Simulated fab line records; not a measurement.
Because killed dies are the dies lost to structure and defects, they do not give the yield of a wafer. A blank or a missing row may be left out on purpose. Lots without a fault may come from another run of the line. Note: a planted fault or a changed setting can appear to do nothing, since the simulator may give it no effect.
Chamber matching || flow nand_harc || NHARC_THIN_TSV_ETCH_44 on rie_diel-08: 4 sister chambers
The step etches the open film in CF4/O2, target depth 1594.2 nm, time 797.1 s. 14 wafers are shown with their chamber, then 7 later ones without.

## EACH WAFER AND ITS CHAMBER
{"wafer": "L078.1", "chamber": 3, "showerhead_plenum_p_Torr (Torr)": 1.80, "drypump_motor_current_A (A)": 5.9, "rf_vpp_V (V)": 792}
{"wafer": "L078.3", "chamber": 1, "showerhead_plenum_p_Torr (Torr)": 1.93, "drypump_motor_current_A (A)": 5.4, "rf_vpp_V (V)": 799}
{"wafer": "L078.6", "chamber": 0, "showerhead_plenum_p_Torr (Torr)": 1.86, "drypump_motor_current_A (A)": 5.5, "rf_vpp_V (V)": 796}
{"wafer": "L075.1", "chamber": 3, "showerhead_plenum_p_Torr (Torr)": 1.79, "drypump_motor_current_A (A)": 5.8, "rf_vpp_V (V)": 792}
{"wafer": "L075.2", "chamber": 2, "showerhead_plenum_p_Torr (Torr)": 1.77, "drypump_motor_current_A (A)": 5.9, "rf_vpp_V (V)": 790}
{"wafer": "L075.5", "chamber": 1, "showerhead_plenum_p_Torr (Torr)": 1.93, "drypump_motor_current_A (A)": 5.3, "rf_vpp_V (V)": 801}
{"wafer": "L082.1", "chamber": 0, "showerhead_plenum_p_Torr (Torr)": 1.86, "drypump_motor_current_A (A)": 5.5, "rf_vpp_V (V)": 796}
{"wafer": "L082.2", "chamber": 1, "showerhead_plenum_p_Torr (Torr)": 1.93, "drypump_motor_current_A (A)": 5.3, "rf_vpp_V (V)": 799}
{"wafer": "L082.5", "chamber": 3, "showerhead_plenum_p_Torr (Torr)": 1.79, "drypump_motor_current_A (A)": 5.8, "rf_vpp_V (V)": 792}
{"wafer": "L079.4", "chamber": 3, "showerhead_plenum_p_Torr (Torr)": 1.79, "drypump_motor_current_A (A)": 5.9, "rf_vpp_V (V)": 792}
{"wafer": "L079.5", "chamber": 3, "showerhead_plenum_p_Torr (Torr)": 1.79, "drypump_motor_current_A (A)": 5.9, "rf_vpp_V (V)": 791}
{"wafer": "L079.6", "chamber": 0, "showerhead_plenum_p_Torr (Torr)": 1.86, "drypump_motor_current_A (A)": 5.5, "rf_vpp_V (V)": 796}
{"wafer": "L088.1", "chamber": 1, "showerhead_plenum_p_Torr (Torr)": 1.93, "drypump_motor_current_A (A)": 5.3, "rf_vpp_V (V)": 801}
{"wafer": "L088.2", "chamber": 0, "showerhead_plenum_p_Torr (Torr)": 1.86, "drypump_motor_current_A (A)": 5.5, "rf_vpp_V (V)": 797}

SIGNATURES (means of the wafers above)
{"reading": "showerhead_plenum_p_Torr", "chamber 0": 1.8600, "chamber 1": 1.9300, "chamber 2": 1.7700, "chamber 3": 1.7920, "scatter within a chamber": 0.00283}
{"reading": "drypump_motor_current_A", "chamber 0": 5.500, "chamber 1": 5.325, "chamber 2": 5.900, "chamber 3": 5.860, "scatter within a chamber": 0.0442}
{"reading": "rf_vpp_V", "chamber 0": 796.25, "chamber 1": 800.00, "chamber 2": 790.00, "chamber 3": 791.80, "scatter within a chamber": 0.745}
Rule: distance of a wafer from a chamber = root of the sum over the readings of ((wafer's reading minus chamber's mean) / reading's scatter) squared. If the next closest chamber is less than 2 further off than the closest, the wafer can't be placed; otherwise it belongs to the closest. How the scatter is found: for the shown wafers, subtract from each reading the mean of its chamber, square and add these, divide the total by (wafers less chambers), then take the root.

## WAFERS WITH NO CHAMBER GIVEN
{"wafer": "L088.4", "showerhead_plenum_p_Torr (Torr)": 1.79, "drypump_motor_current_A (A)": 5.8, "rf_vpp_V (V)": 793}
{"wafer": "L093.1", "showerhead_plenum_p_Torr (Torr)": 1.86, "drypump_motor_current_A (A)": 5.5, "rf_vpp_V (V)": 796}
{"wafer": "L093.2", "showerhead_plenum_p_Torr (Torr)": 1.79, "drypump_motor_current_A (A)": 5.9, "rf_vpp_V (V)": 791}
{"wafer": "L093.6", "showerhead_plenum_p_Torr (Torr)": 1.93, "drypump_motor_current_A (A)": 5.3, "rf_vpp_V (V)": 800}
{"wafer": "L090.1", "showerhead_plenum_p_Torr (Torr)": 1.77, "drypump_motor_current_A (A)": 5.9, "rf_vpp_V (V)": 791}
{"wafer": "L090.2", "showerhead_plenum_p_Torr (Torr)": 1.79, "drypump_motor_current_A (A)": 5.9, "rf_vpp_V (V)": 792}
{"wafer": "L090.6", "showerhead_plenum_p_Torr (Torr)": 1.86, "drypump_motor_current_A (A)": 5.5, "rf_vpp_V (V)": 795}

## THE CHAMBER EACH PASSED THROUGH
{"wafer": "L088.4", "from the rows above": 3, "in truth": 3}
{"wafer": "L093.1", "from the rows above": 0, "in truth": 0}
{"wafer": "L093.2", "from the rows above": 3, "in truth": 3}
{"wafer": "L093.6", "from the rows above": 1, "in truth": 1}
{"wafer": "L090.1", "from the rows above": 2, "in truth": 2}
{"wafer": "L090.2", "from the rows above": 3, "in truth": 3}
{"wafer": "L090.6", "from the rows above": 0, "in truth": 0}
Correct placement for 7 of the 7. Left unplaced by these rows: 0. Number placed wrongly: 0.
